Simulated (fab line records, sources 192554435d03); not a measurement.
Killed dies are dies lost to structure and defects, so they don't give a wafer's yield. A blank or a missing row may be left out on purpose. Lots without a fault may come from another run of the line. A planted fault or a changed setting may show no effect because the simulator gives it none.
A struck lot beside a sound one | flow n5_finfet | 14 steps out of a route of 1938
Sound: wafers L490.4, L490.5, L490.6. Struck: wafers L502.1, L502.3, L502.4. The cause comes at the end.
At each step with rows: each side's tool, then ch and its chambers, then its first start. Under that, the readings that differ: sound wafers | struck wafers | difference of the means | sigmas: that difference in standard deviations of wafers without a fault.
alike: readings whose means differ by less than 2 such deviations, and words and numbers that are the same on both sides. not compared: withheld readings, readings that some wafer has no value for, bounds like >300 that may hide the same value, and numbers for which the record gives no deviation and whose values overlap.
The two part at a step that has a row with sigmas, a row that says differs or no value, or rows on one side only. Numbers that don't overlap but have no deviation are shown without sigmas and don't part them. A reading that every wafer of one side lacks parts them only if that side has two wafers or more.

N5_MIM_BOT_ETCH_STRIP_01: strips in O2.
  sound on rie_diel-04 ch 0,1, day 11 22:52; struck on rie_diel-06 ch 1,2,3, day 14 16:46
  alike: drypump_motor_current_A, oes_product_au, rf_vpp_V, showerhead_plenum_p_Torr, throttle_valve_pct
  not compared: rf_hours_counter_h
then, 3 steps without rows for these wafers: N5_MIM_BOT_ETCH_STRIP_02 (strips in post etch residue remover, time 1200 s); N5_MIM_BOT_ETCH_CLEAN_05 (cleans in IPA, time 180 s); N5_MIM_BOT_ETCH_SRD_06 (time 30 s).
N5_PASSIVATION_PECVD_55: deposits SiO2 from SiH4/N2O, target thk 400 nm, time 22.5 s.
  sound on pecvd-04 ch 0,1,2, day 11 23:23; struck on pecvd-04 ch 0,1, day 14 17:40
  alike: heater_power_w, showerhead_plenum_p_Torr, susceptor_temp_C, throttle_valve_pct
N5_PASSIVATION_PECVD_01: deposits SiNx from SiH4/NH3/N2, target thk 200 nm, time 43.2 s.
  sound on pecvd-04 ch 0,1,2, day 11 23:26; struck on pecvd-04 ch 0,1, day 14 17:42
  alike: heater_power_w, showerhead_plenum_p_Torr, susceptor_temp_C, throttle_valve_pct
then, 6 steps without rows for these wafers: N5_PASSIVATION_HMDS_03 (time 60 s); N5_PASSIVATION_COAT_04; N5_PASSIVATION_EBR_06; N5_PASSIVATION_SOFTBAKE_05 (time 90 s); N5_PASSIVATION_EXPOSE_07 (exposes mask TV, defocus 0 nm, target cd 3000 nm); N5_PASSIVATION_PEB_08.
N5_PASSIVATION_DEVELOP_09: develop time 60 s.
  sound on litho_track-02 ch 0, day 12 02:10; struck on litho_track-04, day 14 18:11
  no value came back on the struck wafers for chill_plate_temp_C (C), develop_time_s (s); on the sound wafers chill_plate_temp_C (C) reads 23.12 23.28 23.11
  not compared: model.coat_of_PASSIVATION_COAT_04.thk_nm
then, 1 step without rows for these wafers: N5_PASSIVATION_HARDBAKE_11 (time 120 s).

WHERE THEY PART
Only at N5_PASSIVATION_DEVELOP_09, within this record.

WHY: what the simulator had put in
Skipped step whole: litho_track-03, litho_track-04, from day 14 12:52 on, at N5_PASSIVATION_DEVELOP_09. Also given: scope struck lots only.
